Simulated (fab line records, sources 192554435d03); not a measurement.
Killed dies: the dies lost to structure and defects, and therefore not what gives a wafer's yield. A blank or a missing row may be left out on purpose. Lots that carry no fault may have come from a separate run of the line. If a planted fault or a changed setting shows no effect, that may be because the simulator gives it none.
A sampling plan put to the test / flow n5Finfet / one fab line, 48 faults that these records tell of, each judged on the records of the lots that it struck; 1 more is left out, because the records don't allow judging it
What counts as the plan is the set of the line's own looks, namely the steps on the route at which a gauge or an inspection reads a wafer and does not change it. Where struck wafers have a number at a look and the file lists that look's usual mean and standard deviation on fault-free wafers, the look can be judged. Caught: the struck wafers' mean, at a look after the fault's first step, is 4 or more of those standard deviations (sigma) away from the usual mean. On the tool: the same test on the tool's own readings at the fault's steps. A different recipe on the struck wafers counts as caught too, as does a record blank only for those wafers.

== THE FAULTS, as the simulator had put them in ==
1. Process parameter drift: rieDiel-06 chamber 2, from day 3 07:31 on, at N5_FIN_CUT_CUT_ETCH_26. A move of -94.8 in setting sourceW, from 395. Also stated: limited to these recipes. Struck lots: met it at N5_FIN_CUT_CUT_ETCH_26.
2. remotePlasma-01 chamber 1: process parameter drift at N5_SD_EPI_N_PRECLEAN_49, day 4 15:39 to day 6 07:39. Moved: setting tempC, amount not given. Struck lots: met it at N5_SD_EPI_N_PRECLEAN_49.
3. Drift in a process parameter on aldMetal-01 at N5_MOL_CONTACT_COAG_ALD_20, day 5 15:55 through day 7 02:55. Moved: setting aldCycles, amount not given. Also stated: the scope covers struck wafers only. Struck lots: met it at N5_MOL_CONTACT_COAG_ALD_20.
4. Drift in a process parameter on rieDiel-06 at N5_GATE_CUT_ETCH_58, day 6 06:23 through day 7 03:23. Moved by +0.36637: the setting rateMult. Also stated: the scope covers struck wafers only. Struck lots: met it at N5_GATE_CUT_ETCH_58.
5. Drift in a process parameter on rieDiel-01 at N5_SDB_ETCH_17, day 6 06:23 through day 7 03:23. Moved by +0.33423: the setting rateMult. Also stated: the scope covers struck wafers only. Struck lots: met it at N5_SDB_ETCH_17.
6. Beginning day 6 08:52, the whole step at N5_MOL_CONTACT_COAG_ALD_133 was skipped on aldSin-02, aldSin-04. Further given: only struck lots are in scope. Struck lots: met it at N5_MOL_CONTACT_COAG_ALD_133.
7. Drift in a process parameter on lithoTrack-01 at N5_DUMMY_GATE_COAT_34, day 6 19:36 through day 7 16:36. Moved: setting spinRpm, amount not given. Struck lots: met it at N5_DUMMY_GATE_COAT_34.
8. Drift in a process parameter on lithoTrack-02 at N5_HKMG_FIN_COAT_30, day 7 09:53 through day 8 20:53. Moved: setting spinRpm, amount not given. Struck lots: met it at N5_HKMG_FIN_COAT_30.
9. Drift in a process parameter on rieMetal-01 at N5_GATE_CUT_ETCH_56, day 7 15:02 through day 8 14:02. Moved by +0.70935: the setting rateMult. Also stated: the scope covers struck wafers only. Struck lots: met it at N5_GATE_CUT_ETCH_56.
10. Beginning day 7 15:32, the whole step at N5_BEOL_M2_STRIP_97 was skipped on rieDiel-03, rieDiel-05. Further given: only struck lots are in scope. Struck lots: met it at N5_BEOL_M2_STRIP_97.
11. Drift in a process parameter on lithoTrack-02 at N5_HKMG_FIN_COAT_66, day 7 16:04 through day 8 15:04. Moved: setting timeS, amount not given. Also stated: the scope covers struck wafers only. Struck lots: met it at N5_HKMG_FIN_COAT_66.
12. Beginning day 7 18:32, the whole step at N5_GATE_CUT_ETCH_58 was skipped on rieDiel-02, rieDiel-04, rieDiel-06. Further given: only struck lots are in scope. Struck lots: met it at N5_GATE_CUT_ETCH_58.
13. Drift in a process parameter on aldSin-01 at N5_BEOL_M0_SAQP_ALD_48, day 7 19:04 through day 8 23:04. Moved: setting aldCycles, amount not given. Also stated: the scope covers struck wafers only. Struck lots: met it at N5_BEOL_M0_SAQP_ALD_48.
14. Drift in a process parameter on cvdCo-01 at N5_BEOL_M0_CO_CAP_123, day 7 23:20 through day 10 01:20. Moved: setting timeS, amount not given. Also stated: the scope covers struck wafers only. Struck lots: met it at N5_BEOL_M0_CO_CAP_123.
15. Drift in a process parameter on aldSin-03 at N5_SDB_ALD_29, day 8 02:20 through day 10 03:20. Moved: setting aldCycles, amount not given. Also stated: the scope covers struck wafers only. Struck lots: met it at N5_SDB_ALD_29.
16. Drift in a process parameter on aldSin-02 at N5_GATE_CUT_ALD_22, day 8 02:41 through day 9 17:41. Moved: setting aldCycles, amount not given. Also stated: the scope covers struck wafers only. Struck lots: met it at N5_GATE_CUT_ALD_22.
17. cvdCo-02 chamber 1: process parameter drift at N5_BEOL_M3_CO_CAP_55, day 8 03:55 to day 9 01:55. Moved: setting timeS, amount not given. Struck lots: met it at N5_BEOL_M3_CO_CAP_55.
18. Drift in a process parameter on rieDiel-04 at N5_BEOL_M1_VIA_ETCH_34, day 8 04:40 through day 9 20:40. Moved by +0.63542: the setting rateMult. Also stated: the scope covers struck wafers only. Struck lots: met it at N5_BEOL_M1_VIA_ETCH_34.
19. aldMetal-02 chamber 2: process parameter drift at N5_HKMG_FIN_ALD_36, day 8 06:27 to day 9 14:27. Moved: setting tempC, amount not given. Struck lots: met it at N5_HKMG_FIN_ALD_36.
20. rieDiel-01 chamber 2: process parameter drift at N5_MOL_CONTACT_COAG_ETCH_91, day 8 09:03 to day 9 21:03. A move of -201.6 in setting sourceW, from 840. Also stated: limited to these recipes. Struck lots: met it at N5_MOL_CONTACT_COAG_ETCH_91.
21. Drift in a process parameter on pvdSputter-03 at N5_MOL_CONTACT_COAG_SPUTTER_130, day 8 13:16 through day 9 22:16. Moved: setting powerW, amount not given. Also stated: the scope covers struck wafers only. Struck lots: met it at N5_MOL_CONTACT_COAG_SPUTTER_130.
22. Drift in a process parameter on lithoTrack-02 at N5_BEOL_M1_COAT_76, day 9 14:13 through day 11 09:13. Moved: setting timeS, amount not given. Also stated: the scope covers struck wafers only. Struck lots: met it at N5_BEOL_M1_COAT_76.
23. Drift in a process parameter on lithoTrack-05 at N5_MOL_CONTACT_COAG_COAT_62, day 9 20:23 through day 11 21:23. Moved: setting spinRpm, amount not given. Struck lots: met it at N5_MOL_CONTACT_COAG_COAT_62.
24. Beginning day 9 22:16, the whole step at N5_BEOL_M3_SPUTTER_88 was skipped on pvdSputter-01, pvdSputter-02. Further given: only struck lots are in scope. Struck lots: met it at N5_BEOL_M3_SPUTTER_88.
25. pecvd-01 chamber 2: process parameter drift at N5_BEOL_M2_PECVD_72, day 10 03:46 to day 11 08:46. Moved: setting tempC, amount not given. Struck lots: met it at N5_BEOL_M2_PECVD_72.
26. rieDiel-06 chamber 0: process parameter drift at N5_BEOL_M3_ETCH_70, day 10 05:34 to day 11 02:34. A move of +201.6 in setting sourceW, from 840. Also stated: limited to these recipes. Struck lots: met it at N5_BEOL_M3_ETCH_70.
27. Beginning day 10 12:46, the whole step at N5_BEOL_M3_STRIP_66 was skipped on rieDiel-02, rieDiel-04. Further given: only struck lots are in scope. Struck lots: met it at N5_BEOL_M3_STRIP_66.
28. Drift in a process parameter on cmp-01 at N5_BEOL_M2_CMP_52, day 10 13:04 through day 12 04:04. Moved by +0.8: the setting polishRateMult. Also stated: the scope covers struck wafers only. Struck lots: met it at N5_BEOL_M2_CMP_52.
29. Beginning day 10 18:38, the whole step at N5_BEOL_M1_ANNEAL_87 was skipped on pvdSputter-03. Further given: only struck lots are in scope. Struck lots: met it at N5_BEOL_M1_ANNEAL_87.
30. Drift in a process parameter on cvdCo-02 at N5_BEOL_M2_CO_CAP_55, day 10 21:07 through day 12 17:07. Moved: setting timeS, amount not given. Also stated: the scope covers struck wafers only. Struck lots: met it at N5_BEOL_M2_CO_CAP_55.
31. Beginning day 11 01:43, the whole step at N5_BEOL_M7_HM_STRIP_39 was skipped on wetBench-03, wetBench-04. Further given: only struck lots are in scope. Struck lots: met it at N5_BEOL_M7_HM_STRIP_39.
32. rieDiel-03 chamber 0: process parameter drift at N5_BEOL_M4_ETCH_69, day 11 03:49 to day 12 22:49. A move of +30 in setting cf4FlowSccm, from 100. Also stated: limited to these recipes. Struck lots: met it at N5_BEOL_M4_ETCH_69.
33. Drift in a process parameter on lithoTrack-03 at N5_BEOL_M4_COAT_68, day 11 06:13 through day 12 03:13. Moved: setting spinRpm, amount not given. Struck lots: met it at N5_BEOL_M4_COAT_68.
34. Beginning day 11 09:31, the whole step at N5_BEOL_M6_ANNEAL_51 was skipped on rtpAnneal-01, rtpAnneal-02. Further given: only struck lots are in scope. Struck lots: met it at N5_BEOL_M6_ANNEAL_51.
35. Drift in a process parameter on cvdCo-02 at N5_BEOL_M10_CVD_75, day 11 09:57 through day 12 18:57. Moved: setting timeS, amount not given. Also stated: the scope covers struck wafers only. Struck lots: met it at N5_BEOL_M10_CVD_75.
36. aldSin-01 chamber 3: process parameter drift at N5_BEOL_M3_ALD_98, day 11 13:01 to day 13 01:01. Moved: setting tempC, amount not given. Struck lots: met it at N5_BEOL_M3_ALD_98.
37. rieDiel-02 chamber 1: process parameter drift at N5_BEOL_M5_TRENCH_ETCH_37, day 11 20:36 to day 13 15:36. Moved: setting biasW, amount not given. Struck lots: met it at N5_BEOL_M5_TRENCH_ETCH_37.
38. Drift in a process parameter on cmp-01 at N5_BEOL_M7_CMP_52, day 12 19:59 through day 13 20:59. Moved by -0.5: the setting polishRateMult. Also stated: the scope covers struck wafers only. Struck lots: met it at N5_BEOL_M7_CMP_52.
39. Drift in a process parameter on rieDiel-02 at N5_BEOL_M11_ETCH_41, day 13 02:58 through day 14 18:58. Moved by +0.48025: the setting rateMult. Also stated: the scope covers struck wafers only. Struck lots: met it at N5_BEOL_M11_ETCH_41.
40. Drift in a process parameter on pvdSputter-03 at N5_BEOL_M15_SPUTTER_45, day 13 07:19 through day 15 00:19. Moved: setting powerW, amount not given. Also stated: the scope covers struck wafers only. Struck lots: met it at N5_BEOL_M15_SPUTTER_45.
41. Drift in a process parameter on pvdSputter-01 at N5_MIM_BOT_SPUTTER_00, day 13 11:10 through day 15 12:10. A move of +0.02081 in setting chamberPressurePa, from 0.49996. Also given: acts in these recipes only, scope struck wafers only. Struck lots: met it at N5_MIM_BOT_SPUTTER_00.
42. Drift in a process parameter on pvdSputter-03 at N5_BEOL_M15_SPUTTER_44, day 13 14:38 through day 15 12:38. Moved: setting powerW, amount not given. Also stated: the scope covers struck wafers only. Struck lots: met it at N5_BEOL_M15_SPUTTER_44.
43. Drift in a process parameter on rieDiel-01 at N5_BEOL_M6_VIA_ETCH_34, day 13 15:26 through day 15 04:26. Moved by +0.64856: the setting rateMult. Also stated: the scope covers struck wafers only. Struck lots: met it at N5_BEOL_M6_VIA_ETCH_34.
44. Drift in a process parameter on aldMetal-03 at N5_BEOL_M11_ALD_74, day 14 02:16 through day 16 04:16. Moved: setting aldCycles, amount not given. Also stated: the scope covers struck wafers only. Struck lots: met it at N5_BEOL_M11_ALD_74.
45. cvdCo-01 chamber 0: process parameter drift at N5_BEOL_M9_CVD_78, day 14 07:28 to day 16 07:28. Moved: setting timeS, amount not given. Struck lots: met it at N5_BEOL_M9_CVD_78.
46. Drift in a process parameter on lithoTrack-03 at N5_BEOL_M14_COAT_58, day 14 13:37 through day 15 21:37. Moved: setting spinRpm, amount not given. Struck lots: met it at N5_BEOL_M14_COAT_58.
47. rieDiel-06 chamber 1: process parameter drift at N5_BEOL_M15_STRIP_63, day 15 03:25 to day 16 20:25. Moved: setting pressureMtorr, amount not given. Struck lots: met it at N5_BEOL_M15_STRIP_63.
48. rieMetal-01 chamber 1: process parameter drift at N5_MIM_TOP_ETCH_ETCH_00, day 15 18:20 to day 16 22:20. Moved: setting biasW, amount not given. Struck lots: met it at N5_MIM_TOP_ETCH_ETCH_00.

== WHAT THE PLAN SAW ==
fault=1; on the tool itself=rfFwdPowerW -62 sigma; first look that catches it=not the one look that can be judged after it; reading, sigma=-; median hours from its first step to that look=-; hours from the fault's start to the first struck lot there=-; judged looks passed uncaught=1
fault=2; on the tool itself=tempC +4.7 sigma; first look that catches it=not the one look that can be judged after it; reading, sigma=-; median hours from its first step to that look=-; hours from the fault's start to the first struck lot there=-; judged looks passed uncaught=1
fault=3; on the tool itself=under 2 sigma; first look that catches it=not the one look that can be judged after it; reading, sigma=-; median hours from its first step to that look=-; hours from the fault's start to the first struck lot there=-; judged looks passed uncaught=1
fault=4; on the tool itself=only faintly: oesProductAu +2.7 sigma; first look that catches it=not the one look that can be judged after it; reading, sigma=-; median hours from its first step to that look=-; hours from the fault's start to the first struck lot there=-; judged looks passed uncaught=1
fault=5; on the tool itself=etchRfOnTimeS -7.6 sigma; first look that catches it=not the one look that can be judged after it; reading, sigma=-; median hours from its first step to that look=-; hours from the fault's start to the first struck lot there=-; judged looks passed uncaught=1
fault=6; on the tool itself=the tool's record is blank for the struck wafers; first look that catches it=no look after it can be judged; reading, sigma=-; median hours from its first step to that look=-; hours from the fault's start to the first struck lot there=-; judged looks passed uncaught=0
fault=7; on the tool itself=spinSpeedRpm -99 or beyond sigma; first look that catches it=not the one look that can be judged after it; reading, sigma=-; median hours from its first step to that look=-; hours from the fault's start to the first struck lot there=-; judged looks passed uncaught=1
fault=8; on the tool itself=spinSpeedRpm +43 sigma; first look that catches it=not the one look that can be judged after it; reading, sigma=-; median hours from its first step to that look=-; hours from the fault's start to the first struck lot there=-; judged looks passed uncaught=1
fault=9; on the tool itself=only faintly: oesProductAu +3.5 sigma; first look that catches it=not the one look that can be judged after it; reading, sigma=-; median hours from its first step to that look=-; hours from the fault's start to the first struck lot there=-; judged looks passed uncaught=1
fault=10; on the tool itself=the tool's record is blank for the struck wafers; first look that catches it=none of the 2 looks that can be judged after it; reading, sigma=-; median hours from its first step to that look=-; hours from the fault's start to the first struck lot there=-; judged looks passed uncaught=2
fault=11; on the tool itself=runLengthS +76 sigma; first look that catches it=not the one look that can be judged after it; reading, sigma=-; median hours from its first step to that look=-; hours from the fault's start to the first struck lot there=-; judged looks passed uncaught=1
fault=12; on the tool itself=the tool's record is blank for the struck wafers; first look that catches it=not the one look that can be judged after it; reading, sigma=-; median hours from its first step to that look=-; hours from the fault's start to the first struck lot there=-; judged looks passed uncaught=1
fault=13; on the tool itself=under 2 sigma; first look that catches it=none of the 2 looks that can be judged after it; reading, sigma=strongest: VT_P at N5_BEOL_M4_RC_MEAS_101, +2.1; median hours from its first step to that look=-; hours from the fault's start to the first struck lot there=-; judged looks passed uncaught=2
fault=14; on the tool itself=runLengthS +99 or beyond sigma; first look that catches it=not the one look that can be judged after it; reading, sigma=-; median hours from its first step to that look=-; hours from the fault's start to the first struck lot there=-; judged looks passed uncaught=1
fault=15; on the tool itself=under 2 sigma; first look that catches it=none of the 2 looks that can be judged after it; reading, sigma=-; median hours from its first step to that look=-; hours from the fault's start to the first struck lot there=-; judged looks passed uncaught=2
fault=16; on the tool itself=under 2 sigma; first look that catches it=none of the 2 looks that can be judged after it; reading, sigma=-; median hours from its first step to that look=-; hours from the fault's start to the first struck lot there=-; judged looks passed uncaught=2
fault=17; on the tool itself=runLengthS +83 sigma; first look that catches it=not the one look that can be judged after it; reading, sigma=-; median hours from its first step to that look=-; hours from the fault's start to the first struck lot there=-; judged looks passed uncaught=1
fault=18; on the tool itself=oesProductAu +4.5 sigma; first look that catches it=not the one look that can be judged after it; reading, sigma=-; median hours from its first step to that look=-; hours from the fault's start to the first struck lot there=-; judged looks passed uncaught=1
fault=19; on the tool itself=susceptorTempC -58 sigma; first look that catches it=not the one look that can be judged after it; reading, sigma=-; median hours from its first step to that look=-; hours from the fault's start to the first struck lot there=-; judged looks passed uncaught=1
fault=20; on the tool itself=rfFwdPowerW -67 sigma; first look that catches it=not the one look that can be judged after it; reading, sigma=-; median hours from its first step to that look=-; hours from the fault's start to the first struck lot there=-; judged looks passed uncaught=1
fault=21; on the tool itself=cathodeDcPowerW -99 or beyond sigma; first look that catches it=not the one look that can be judged after it; reading, sigma=-; median hours from its first step to that look=-; hours from the fault's start to the first struck lot there=-; judged looks passed uncaught=1
fault=22; on the tool itself=runLengthS +21 sigma; first look that catches it=not the one look that can be judged after it; reading, sigma=-; median hours from its first step to that look=-; hours from the fault's start to the first struck lot there=-; judged looks passed uncaught=1
fault=23; on the tool itself=spinSpeedRpm +99 or beyond sigma; first look that catches it=not the one look that can be judged after it; reading, sigma=-; median hours from its first step to that look=-; hours from the fault's start to the first struck lot there=-; judged looks passed uncaught=1
fault=24; on the tool itself=the tool's record is blank for the struck wafers; first look that catches it=not the one look that can be judged after it; reading, sigma=-; median hours from its first step to that look=-; hours from the fault's start to the first struck lot there=-; judged looks passed uncaught=1
fault=25; on the tool itself=susceptorTempC -28 sigma; first look that catches it=not the one look that can be judged after it; reading, sigma=-; median hours from its first step to that look=-; hours from the fault's start to the first struck lot there=-; judged looks passed uncaught=1
fault=26; on the tool itself=rfFwdPowerW +65 sigma; first look that catches it=none of the 2 looks that can be judged after it; reading, sigma=-; median hours from its first step to that look=-; hours from the fault's start to the first struck lot there=-; judged looks passed uncaught=2
fault=27; on the tool itself=the tool's record is blank for the struck wafers; first look that catches it=none of the 2 looks that can be judged after it; reading, sigma=-; median hours from its first step to that look=-; hours from the fault's start to the first struck lot there=-; judged looks passed uncaught=2
fault=28; on the tool itself=barrierFieldEndpointS -15 sigma; first look that catches it=not the one look that can be judged after it; reading, sigma=-; median hours from its first step to that look=-; hours from the fault's start to the first struck lot there=-; judged looks passed uncaught=1
fault=29; on the tool itself=the tool's record is blank for the struck wafers; first look that catches it=not the one look that can be judged after it; reading, sigma=-; median hours from its first step to that look=-; hours from the fault's start to the first struck lot there=-; judged looks passed uncaught=1
fault=30; on the tool itself=runLengthS -99 or beyond sigma; first look that catches it=none of the 2 looks that can be judged after it; reading, sigma=-; median hours from its first step to that look=-; hours from the fault's start to the first struck lot there=-; judged looks passed uncaught=2
fault=31; on the tool itself=the tool's record is blank for the struck wafers; first look that catches it=no look after it can be judged; reading, sigma=-; median hours from its first step to that look=-; hours from the fault's start to the first struck lot there=-; judged looks passed uncaught=0
fault=32; on the tool itself=cf4FlowSccm +99 or beyond sigma; first look that catches it=not the one look that can be judged after it; reading, sigma=-; median hours from its first step to that look=-; hours from the fault's start to the first struck lot there=-; judged looks passed uncaught=1
fault=33; on the tool itself=spinSpeedRpm -78 sigma; first look that catches it=not the one look that can be judged after it; reading, sigma=-; median hours from its first step to that look=-; hours from the fault's start to the first struck lot there=-; judged looks passed uncaught=1
fault=34; on the tool itself=the tool's record is blank for the struck wafers; first look that catches it=no look after it can be judged; reading, sigma=-; median hours from its first step to that look=-; hours from the fault's start to the first struck lot there=-; judged looks passed uncaught=0
fault=35; on the tool itself=runLengthS +99 or beyond sigma; first look that catches it=no look after it can be judged; reading, sigma=-; median hours from its first step to that look=-; hours from the fault's start to the first struck lot there=-; judged looks passed uncaught=0
fault=36; on the tool itself=susceptorTempC -61 sigma; first look that catches it=not the one look that can be judged after it; reading, sigma=-; median hours from its first step to that look=-; hours from the fault's start to the first struck lot there=-; judged looks passed uncaught=1
fault=37; on the tool itself=biasW +15 sigma; first look that catches it=no look after it can be judged; reading, sigma=-; median hours from its first step to that look=-; hours from the fault's start to the first struck lot there=-; judged looks passed uncaught=0
fault=38; on the tool itself=overpolishRunS -99 or beyond sigma; first look that catches it=N5_BEOL_M7_THK_MEAS_53; reading, sigma=M7_THK +39; median hours from its first step to that look=0.3; hours from the fault's start to the first struck lot there=3; judged looks passed uncaught=0
fault=39; on the tool itself=oesProductAu +4.6 sigma; first look that catches it=no look after it can be judged; reading, sigma=-; median hours from its first step to that look=-; hours from the fault's start to the first struck lot there=-; judged looks passed uncaught=0
fault=40; on the tool itself=cathodeDcPowerW -99 or beyond sigma; first look that catches it=not the one look that can be judged after it; reading, sigma=-; median hours from its first step to that look=-; hours from the fault's start to the first struck lot there=-; judged looks passed uncaught=1
fault=41; on the tool itself=chamberPressurePa +17 sigma; first look that catches it=no look after it can be judged; reading, sigma=-; median hours from its first step to that look=-; hours from the fault's start to the first struck lot there=-; judged looks passed uncaught=0
fault=42; on the tool itself=cathodeDcPowerW -99 or beyond sigma; first look that catches it=no look after it can be judged; reading, sigma=-; median hours from its first step to that look=-; hours from the fault's start to the first struck lot there=-; judged looks passed uncaught=0
fault=43; on the tool itself=oesProductAu +4.8 sigma; first look that catches it=not the one look that can be judged after it; reading, sigma=-; median hours from its first step to that look=-; hours from the fault's start to the first struck lot there=-; judged looks passed uncaught=1
fault=44; on the tool itself=under 2 sigma; first look that catches it=no look after it can be judged; reading, sigma=-; median hours from its first step to that look=-; hours from the fault's start to the first struck lot there=-; judged looks passed uncaught=0
fault=45; on the tool itself=runLengthS +99 or beyond sigma; first look that catches it=no look after it can be judged; reading, sigma=-; median hours from its first step to that look=-; hours from the fault's start to the first struck lot there=-; judged looks passed uncaught=0
fault=46; on the tool itself=spinSpeedRpm -68 sigma; first look that catches it=no look after it can be judged; reading, sigma=-; median hours from its first step to that look=-; hours from the fault's start to the first struck lot there=-; judged looks passed uncaught=0
fault=47; on the tool itself=chamberPressureMTorr -99 or beyond sigma; first look that catches it=no look after it can be judged; reading, sigma=-; median hours from its first step to that look=-; hours from the fault's start to the first struck lot there=-; judged looks passed uncaught=0
fault=48; on the tool itself=biasW -12 sigma; first look that catches it=no look after it can be judged; reading, sigma=-; median hours from its first step to that look=-; hours from the fault's start to the first struck lot there=-; judged looks passed uncaught=0
A dash: the fault is not caught, or the number is missing from these records.

Caught at a look: 1 of 48. Caught on the tool: 41 of 48. By one or the other: 41 of 48.
Caught on the tool alone: faults 1, 2, 5, 6, 7, 8, 10, 11, 12, 14, 17, 18, 19, 20, 21, 22, 23, 24, 25, 26, 27, 28, 29, 30, 31, 32, 33, 34, 35, 36, 37, 39, 40, 41, 42, 43, 45, 46, 47, 48.
Caught by neither: faults 3, 4, 9, 13, 15, 16, 44.

== THINNER SAMPLING ==
If the look that catches a fault measured only every second or every third lot, by lot number, the first struck lot would be measured this late in the worst case:
fault=38; struck lots at that look, in order of time=L268, L266; every lot=3 h; every second lot=may miss all 2; every third lot=may miss all 2
Hours count from the start of the fault until the first struck lot that is measured. 4 sigma limit: tested on the pooled struck wafers, so a lone lot may be under it. Other struck lots may not be in these records.

== THE LONGEST TIMED WAY FROM STEP TO LOOK ==
Fault 38: a median of 0.3 hours passes between N5_BEOL_M7_CMP_52 and N5_BEOL_M7_THK_MEAS_53. No look between them can be judged.
